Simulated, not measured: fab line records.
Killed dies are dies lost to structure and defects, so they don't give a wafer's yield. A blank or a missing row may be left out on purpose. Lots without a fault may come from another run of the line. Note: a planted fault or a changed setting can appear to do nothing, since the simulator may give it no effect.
Comparing a struck lot with a sound one ; flow n5_finfet ; 14 steps out of a route of 1938
Sound: these wafers, L729.1, L729.5, L729.6. Struck: wafers L736.1, L736.3, L736.5. The cause comes at the end.
At each step with rows: each side's tool, then ch and its chambers, then its first start. Under that, the readings that differ: sound wafers ; struck wafers ; difference of the means ; sigmas: that difference in standard deviations of wafers without a fault.
alike: same words and numbers on both sides, and readings whose means sit less than 2 such deviations apart. not compared: any withheld reading, any reading some wafer has no value for, any bound like >300 that may hide the same value, and any number with overlapping values for which the record gives no deviation.
Wherever a step has rows on one side only, a row that says differs or no value, or a row with sigmas, the two part there. Non-overlapping numbers with no deviation appear without sigmas and do not part them. A reading that every wafer of one side lacks parts them only if that side has two wafers or more.

first, 1 step without rows for these wafers: N5_BEOL_M11_STRIP_68 (strips in N2/H2).
N5_BEOL_M11_STRIP_67: strips in CF4.
  sound on rie_diel-05 ch 0,1, day 9 20:59; struck on rie_diel-03 ch 1,2, day 11 18:25
  alike: drypump_motor_current_A, oes_product_au, rf_vpp_V, showerhead_plenum_p_Torr, throttle_valve_pct
  not compared: rf_hours_counter_h
N5_BEOL_M11_HM_OPEN_17: chemistry Cl2/BCl3, target TiN, target depth 20 nm, overetch 6 nm.
  sound on rie_metal-02 ch 0,1, day 9 21:02; struck on rie_metal-02 ch 0,1, day 11 18:27
  alike: drypump_motor_current_A, he_backside_leak_sccm, mfc_ar_sccm, oes_product_au, throttle_valve_pct
  not compared: rf_hours_counter_h
N5_BEOL_M11_STRIP_19: strips in O2.
  sound on rie_diel-05 ch 0,1,3, day 9 21:08; struck on rie_diel-03 ch 0,1, day 11 18:34
  alike: drypump_motor_current_A, oes_product_au, rf_vpp_V, showerhead_plenum_p_Torr, throttle_valve_pct
  not compared: rf_hours_counter_h
N5_BEOL_M11_CD_MEAS_18: pitch 140 nm, target cd 70 nm.
  sound: cd_sem-03 at day 9 21:13; struck: cd_sem-03 at day 11 18:38
  alike: cd_nm
then, 7 steps without rows for these wafers: N5_BEOL_M11_COAT_63 (time 60 s, resist thk 100 nm); N5_BEOL_M11_COAT_64 (time 60 s, resist thk 30 nm); N5_BEOL_M11_COAT_22 (resist thk 90 nm); N5_BEOL_M11_EBR_24; N5_BEOL_M11_SOFTBAKE_23 (time 60 s); N5_BEOL_M11_EXPOSE_25 (exposes mask V10); N5_BEOL_M11_PEB_26 (peb time 60 s).
N5_BEOL_M11_DEVELOP_27: develop time 30 s.
  sound on litho_track-04 ch 0, day 9 21:34; struck on litho_track-01, day 11 18:59
  no value came back on the struck wafers for chill_plate_temp_C (C), develop_time_s (s); on the sound wafers chill_plate_temp_C (C) reads 23.03 23.12 23.19
reading;sound;struck;difference;sigmas
model.CAR-ArF_of_BEOL_M11_COAT_22.thk_nm (nm);88 88.4 88.2;90.6 90.4 90.6;+2.3;
N5_BEOL_M11_CD_MEAS_28 targets a cd of 70 nm.
  sound on cd_sem-01 ch 0, day 9 21:37; struck on cd_sem-01 ch 0, day 11 19:02
reading;sound;struck;difference;sigmas
cd_nm (nm);70.9 71.4 69.4;- - -;no value on the struck wafers;

## WHERE THEY PART
Last at N5_BEOL_M11_CD_MEAS_28 as far as this record goes, first at N5_BEOL_M11_DEVELOP_27.

WHY: what the simulator had put in
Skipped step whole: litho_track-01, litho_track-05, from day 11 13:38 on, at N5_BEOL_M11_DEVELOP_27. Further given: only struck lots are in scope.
